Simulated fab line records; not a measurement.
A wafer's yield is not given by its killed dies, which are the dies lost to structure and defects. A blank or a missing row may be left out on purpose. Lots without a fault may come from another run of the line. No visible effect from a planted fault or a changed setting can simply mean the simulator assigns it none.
Matching of chambers	flow n5-finfet	N5_HKMG_FIN_PWFM_ALD_03 on ald-metal-04: 4 sister chambers
The step deposits TiN, target thk 2 nm, pulse time 1 s, purge time 3 s. 4 wafers are shown with their chamber, then 11 later ones without.

## WAFERS WITH THEIR CHAMBER
wafer	chamber	heater-power-w (W)
L090.1	3	939
L090.2	2	863
L090.3	0	892
L090.4	1	809

## WAFERS MISSING THEIR CHAMBER
wafer	heater-power-w (W)
L090.5	907
L090.6	816
L091.2	917
L091.4	790
L091.6	814
L094.3	817
L094.4	964
L094.6	925
L096.2	790
L096.3	847
L096.5	857

## WHICH CHAMBER EACH ONE RAN IN
wafer	from the rows above	in truth
L090.5	can't be placed: 0 or 3 or 2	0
L090.6	1	1
L091.2	can't be placed: 3 or 0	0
L091.4	1	1
L091.6	1	1
L094.3	1	1
L094.4	3	3
L094.6	can't be placed: 3 or 0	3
L096.2	1	1
L096.3	can't be placed: 2 or 1 or 0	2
L096.5	can't be placed: 2 or 0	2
Correct placement for 6 of the 11. Not placeable from these rows: 5 (in 5, the candidates include the true chamber). 0 placed wrongly.
How it was worked out, from the rows above alone: a wafer's distance from a chamber is the root of the sum, over the readings, of the square of ((its reading less the chamber's mean) divided by the reading's scatter). The wafer belongs to the nearest chamber; if the next one is less than 2 further off, it can't be placed. For every chamber, the mean is computed from those of its wafers that are shown. The scatter (one wafer shown for each chamber): square how far every hidden wafer sits from the nearest shown wafer, average those squares and take the square root.
